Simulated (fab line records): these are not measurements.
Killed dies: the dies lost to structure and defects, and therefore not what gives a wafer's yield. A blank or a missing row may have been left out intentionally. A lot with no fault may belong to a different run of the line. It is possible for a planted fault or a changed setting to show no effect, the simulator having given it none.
Which of the tools did it?    flow nand harc    Sampling: 13 lots, 36 wafers, 2 of 1159 route steps

== WHAT THE GAUGES SHOWED, per wafer ==
NHARC_A_SGD_CUT_INSPECT_11. Usual: raw defect count at 16, with a standard deviation of 9.
lot   measured      on                 raw defect count  flag
L721  day 14 01:20  defect inspect-01  11 7 9            
L723  day 14 13:29  defect inspect-01  21 23 23          
L728  day 15 04:19  defect inspect-01  9 13 9            
L725  day 15 04:29  defect inspect-02  6 5 5             
L727  day 16 00:29  defect inspect-01  24 13 20          
L730  day 16 11:34  defect inspect-01  6 6 5             
L729  day 16 20:58  defect inspect-01  15 11             
L735  day 17 06:49  defect inspect-02  35 31             
L736  day 18 01:24  defect inspect-01  25 31             
L739  day 18 09:20  defect inspect-01  27 28 33          
L740  day 18 15:37  defect inspect-02  15 15 18          
L742  day 19 15:20  defect inspect-01  9 25 12           
L743  day 19 15:37  defect inspect-01  12 14 11          

== TOOL THAT RAN EACH LOT (tool first, then ch and the chambers of the sampled wafers, then the start) ==
lot   NHARC_A_STAIRCASE_CMP_450
L721  cmp-01 ch 0,1,2, day 13 22:37
L723  cmp-03 ch 1,2,3, day 14 10:48
L728  cmp-03 ch 1,2,3, day 15 01:36
L725  cmp-04 ch 1,2,3, day 15 01:37
L727  cmp-04 ch 0,1,3, day 15 21:43
L730  cmp-03 ch 0,2, day 16 08:54
L729  cmp-03 ch 0,3, day 16 18:17
L735  cmp-01 ch 1,3, day 17 03:52
L736  cmp-03 ch 0,1, day 17 22:41
L739  cmp-03 ch 0,1,3, day 18 06:37
L740  cmp-04 ch 0,1,3, day 18 11:50
L742  cmp-01 ch 0,2, day 19 12:34
L743  cmp-04 ch 0,3, day 19 12:53
- NHARC_A_STAIRCASE_CMP_450: polishes SiO2, target thk 200 nm.

== AS READ BY THE TOOLS THEMSELVES (means over the sampled wafers that have a number; for cases with no such wafer, the mark the record gives instead) ==
NHARC_A_STAIRCASE_CMP_450. Usual: motor current A at 11.8 A, with a standard deviation of 1.3.
lot   tool    motor current A (A)  flag
L721  cmp-01  12.6                 
L723  cmp-03  12.7                 
L728  cmp-03  12.6                 
L725  cmp-04  11.3                 
L727  cmp-04  11.2                 
L730  cmp-03  11.7                 
L729  cmp-03  11.5                 
L735  cmp-01  11.4                 
L736  cmp-03  11.9                 
L739  cmp-03  11.4                 
L740  cmp-04  11.1                 
L742  cmp-01  12.7                 
L743  cmp-04  10.2                 

== THE ANSWER, worked out from the rows above alone ==
Rule: take the mean of a lot's wafers that have a number; if it is more than 3 standard deviations from the usual mean, the lot is off. Also off: a lot with no number at a reading for which 4 or more lots have one. The other lots that the step has rows for count as sound. First the gauges in route order, then the tools' own readings, where a lot's mean is used as printed above. The first step at which some lot is off is used, and at that step the reading that is off furthest; a lot without a number counts as furthest.
Across all readings shown, no lot is off: no conclusion can be drawn from this.

== WHAT THE SIMULATOR HAD INSERTED ==
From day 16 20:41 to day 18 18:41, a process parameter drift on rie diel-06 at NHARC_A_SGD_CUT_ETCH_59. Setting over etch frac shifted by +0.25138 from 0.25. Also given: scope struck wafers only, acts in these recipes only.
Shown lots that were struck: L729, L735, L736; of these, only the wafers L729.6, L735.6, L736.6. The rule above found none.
